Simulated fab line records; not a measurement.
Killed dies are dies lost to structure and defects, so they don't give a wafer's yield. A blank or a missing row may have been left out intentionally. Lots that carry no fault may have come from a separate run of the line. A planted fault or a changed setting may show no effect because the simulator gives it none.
Matching of chambers	flow n5-finfet	N5_MOL_CONTACT_COAG_ETCHBACK_135 on rie-diel-06: 4 sister chambers
The step etches SiO2 in CHF3, target depth 25 nm, time 16.7 s. 27 wafers are shown with their chamber, then 12 later ones without.

## WAFERS, EACH WITH ITS CHAMBER
wafer	chamber	drypump-motor-current-A (A)	showerhead-plenum-p-Torr (Torr)	throttle-valve-pct (%)
L074.1	3	6.4	2.48	18.82
L074.2	0	4.9	2.27	19.09
L074.3	1	5.9	2.26	18.70
L074.4	0	4.9	2.27	19.13
L074.5	3	6.4	2.48	18.85
L074.6	1	5.9	2.26	18.70
L076.1	2	6.2	2.34	18.60
L076.2	3	6.4	2.48	18.84
L076.3	0	4.9	2.27	19.12
L076.4	1	5.9	2.26	18.71
L076.5	0	4.9	2.27	19.09
L076.6	3	6.5	2.48	18.85
L080.3	1	5.9	2.26	18.71
L080.4	3	6.5	2.47	18.87
L080.5	1	5.9	2.26	18.71
L084.1	2	6.2	2.34	18.62
L084.2	0	4.9	2.26	19.15
L084.3	3	6.5	2.47	18.87
L084.4	2	6.2	2.34	18.61
L084.5	3	6.5	2.47	18.86
L084.6	0	4.9	2.26	19.12
L085.2	0	4.9	2.26	19.13
L085.5	0	4.9	2.26	19.14
L085.6	2	6.2	2.33	18.61
L086.1	3	6.4	2.47	18.91
L086.2	0	4.9	2.26	19.15
L086.3	2	6.2	2.33	18.63

SIGNATURES (averages over the wafers above)
reading	chamber 0	chamber 1	chamber 2	chamber 3	scatter within a chamber
drypump-motor-current-A	4.900	5.900	6.200	6.450	0.0295
showerhead-plenum-p-Torr	2.2644	2.2600	2.3360	2.4750	0.00486
throttle-valve-pct	19.1244	18.7060	18.6140	18.8588	0.0204
Rule: for a wafer and a chamber, the distance is found by dividing, reading by reading, the gap between the wafer's reading and the chamber's mean by the reading's scatter, squaring, summing and taking the root. The wafer belongs to the nearest chamber; if the next one is less than 2 further off, it can't be placed. The scatter is the square root of a quotient: the sum, over the shown wafers, of each reading's squared deviation from its chamber's mean, divided by wafers minus chambers.

## WAFERS WITHOUT THEIR CHAMBER
wafer	drypump-motor-current-A (A)	showerhead-plenum-p-Torr (Torr)	throttle-valve-pct (%)
L086.4	4.9	2.26	19.15
L086.5	6.2	2.33	18.63
L086.6	6.5	2.47	18.89
L087.1	6.5	2.47	18.89
L087.5	4.9	2.26	19.14
L087.6	6.5	2.47	18.90
L088.2	4.9	2.26	19.17
L088.5	6.2	2.33	18.64
L088.6	5.9	2.54	18.37
L091.2	5.9	2.54	18.37
L091.3	4.9	2.26	19.16
L091.6	4.9	2.26	19.17

## EACH ONE'S CHAMBER
wafer	from the rows above	in truth
L086.4	0	0
L086.5	2	2
L086.6	3	3
L087.1	3	3
L087.5	0	0
L087.6	3	3
L088.2	0	0
L088.5	2	2
L088.6	3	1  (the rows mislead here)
L091.2	3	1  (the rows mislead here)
L091.3	0	0
L091.6	0	0
Correct placement for 10 of the 12. Number that these rows cannot place: 0. Number placed wrongly: 2.
